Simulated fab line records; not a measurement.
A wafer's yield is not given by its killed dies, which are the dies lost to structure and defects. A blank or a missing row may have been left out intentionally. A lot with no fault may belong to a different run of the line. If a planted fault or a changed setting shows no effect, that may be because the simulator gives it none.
Matching of chambers -- flow n5Finfet -- N5_BEOL_M12_DESCUM_33 on rieDiel-04 has 4 sister chambers
The step chemistry O2, time 7.9 s. 8 wafers are shown with their chamber, then 8 later ones without.

WAFERS PAIRED WITH THEIR CHAMBERS
wafer,chamber,throttleValvePct (%),showerheadPlenumPTorr (Torr)
L089.1,1,20.7,2.07
L089.4,3,20.2,2.15
L088.4,3,20.3,2.15
L088.6,1,20.7,2.07
L091.1,0,19.9,2.23
L091.3,2,20.0,2.12
L091.6,2,20.0,2.13
L094.1,0,19.9,2.23

WAFERS WHOSE CHAMBER IS MISSING
wafer,throttleValvePct (%),showerheadPlenumPTorr (Torr)
L094.5,19.9,2.15
L094.6,20.0,2.12
L093.2,20.0,2.22
L093.4,20.0,2.12
L093.6,19.9,2.14
L097.2,19.9,2.14
L097.3,20.0,2.12
L097.5,20.8,2.07

THE CHAMBER EACH PASSED THROUGH
wafer,from the rows above,in truth
L094.5,2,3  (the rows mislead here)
L094.6,2,2
L093.2,0,0
L093.4,2,2
L093.6,2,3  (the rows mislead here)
L097.2,2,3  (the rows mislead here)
L097.3,2,2
L097.5,1,1
5 of 8 placed correctly. Left unplaced by these rows: 0. 3 placed wrongly.
How it was worked out, from the rows above alone: a wafer's distance from a chamber is the root of the sum, over the readings, of the square of ((its reading less the chamber's mean) divided by the reading's scatter). If the next closest chamber is less than 2 further off than the closest, the wafer can't be placed; otherwise it belongs to the closest. For every chamber, the mean is computed from those of its wafers that are shown. The scatter: the root of (the sum of the squares of (reading less its chamber's mean) over the shown wafers, divided by (wafers less chambers)).
